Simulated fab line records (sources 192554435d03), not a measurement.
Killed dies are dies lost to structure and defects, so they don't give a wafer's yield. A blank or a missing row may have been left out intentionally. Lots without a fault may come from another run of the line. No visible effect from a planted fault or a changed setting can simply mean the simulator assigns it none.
Comparing a struck lot with a sound one -- flow n5_finfet -- 21 out of 1938 route steps
Sound: wafers L409.2, L409.3, L409.5. Wafers struck: L402.3, L402.5, L402.6. The cause is given at the end.
Each step with rows lists, per side, the tool, then ch with its chambers, then its first start. Under that, the readings that differ: sound wafers -- struck wafers -- difference of the means -- sigmas: that difference in standard deviations of wafers without a fault.
alike: a reading whose means differ by less than 2 such deviations, as well as words and numbers matching on both sides. not compared: withheld readings; readings where some wafer has no value; bounds like >300 that might hide an equal value; numbers whose values overlap and for which the record gives no deviation.
The two part at a step that has a row with sigmas, a row that says differs or no value, or rows on one side only. Non-overlapping numbers with no deviation appear without sigmas and do not part them. A reading missing from all wafers of one side parts the sides only when that side holds two or more wafers.

first, 10 steps without rows for these wafers: N5_BEOL_M0_SAQP_DESCUM_45 (chemistry O2, time 7 s); N5_BEOL_M0_SAQP_ETCH_88 (etches underlayer in N2/H2, target depth 6.5 nm, time 5.2 s); N5_BEOL_M0_SAQP_ETCH_73 (etches SiARC in CF4, target depth 19.5 nm, time 32.5 s); N5_BEOL_M0_SAQP_CUT_ETCH_46 (etches SOC in N2/H2, target depth 135 nm, overetch 27 nm, time 202.5 s); N5_BEOL_M0_SAQP_STRIP_74 (strips in N2/H2); N5_BEOL_M0_SAQP_STRIP_89 (strips in N2/H2); N5_BEOL_M0_SAQP_ALD_48 (deposits SiO2, target thk 20 nm, pulse time 1 s, co reactant pulse time 1 s); N5_BEOL_M0_SAQP_ETCH_49 (etches SiO2 in CF4/O2, target depth 37 nm); N5_BEOL_M0_SAQP_STRIP_75 (strips in CF4); N5_BEOL_M0_CUTY_COAT_50 (time 60 s, resist thk 15 nm).
N5_BEOL_M0_CUTY_COAT_51: resist thk 150 nm.
  sound on litho_track-02 ch 0, day 10 10:27; struck on litho_track-04 ch 0, day 8 21:28
reading,sound,struck,difference,sigmas
spin_speed_rpm (rpm),1500.1 1498.3 1500.4,1572.4 1571.2 1570.6,+71.8,+65
model.CAR-ArF-block_of_BEOL_M0_CUTY_COAT_51.thk_nm (nm),149.6 149.8 149.6,146.2 146 146.4,-3.5,
then, 6 steps without rows for these wafers: N5_BEOL_M0_CUTY_EBR_52; N5_BEOL_M0_CUTY_SOFTBAKE_53 (time 60 s); N5_BEOL_M0_CUTY_EXPOSE_54 (exposes mask M0 ABLK); N5_BEOL_M0_CUTY_PEB_55 (peb time 60 s); N5_BEOL_M0_CUTY_DEVELOP_56 (develop time 30 s); N5_BEOL_M0_CUTY_DESCUM_61 (chemistry O2, time 7.9 s).
N5_BEOL_M0_CUTY_ETCH_62: etches SiARC in CF4, time 58.5 s.
  sound on rie_diel-04 ch 1,2,3, day 10 10:55; struck on rie_diel-03 ch 0,3, day 8 22:04
reading,sound,struck,difference,sigmas
model.CAR-ArF-block_of_BEOL_M0_CUTY_COAT_51.thk_nm (nm),118 118.2 118,114.6 114.4 114.8,-3.5,
  alike: drypump_motor_current_A, etch_rf_on_time_s, oes_product_au, rf_vpp_V, showerhead_plenum_p_Torr, throttle_valve_pct
  not compared: rf_hours_counter_h
then, 1 step without rows for these wafers: N5_BEOL_M0_CUTY_ETCH_63 (etches SOC in N2/H2, target depth 82.7 nm, overetch 16.5 nm, time 124 s).
-- the record jumps here: 2 days lie between the struck wafers' starts before and after (it left off in module BEOL_M0_CUTY and takes up again in module BEOL_M4, whose first step shown is number 1111 of the route) --
N5_BEOL_M4_RC_MEAS_101:
  sound on prober-01 ch 0, day 13 08:59; struck on prober-01 ch 0, day 10 23:19
reading,sound,struck,difference,sigmas
SS_N (mV/dec),72.0 71.0 71.4,72.4 73.2 72.5,+1.2,+2
  alike: DIBL_N, DIBL_P, IOFF_N, IOFF_P, ION_N, ION_P, SS_P, VT_N, VT_P
-- record jumps: 5 days separate the struck wafers' starts on either side; left off in module BEOL_M4, taken up again in module PASSIVATION, whose first shown step is the route's number 1936 --
N5_PASSIVATION_PROBE_49:
  rows exist in the record for the struck wafers here (prober-01, day 16 02:13), but not for the sound ones

## WHERE THEY PART
First at N5_BEOL_M0_CUTY_COAT_51; last, within this record, at N5_PASSIVATION_PROBE_49.

WHY: what had been put in by the simulator
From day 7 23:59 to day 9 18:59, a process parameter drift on litho_track-04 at N5_BEOL_M0_CUTY_COAT_51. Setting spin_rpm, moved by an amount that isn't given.
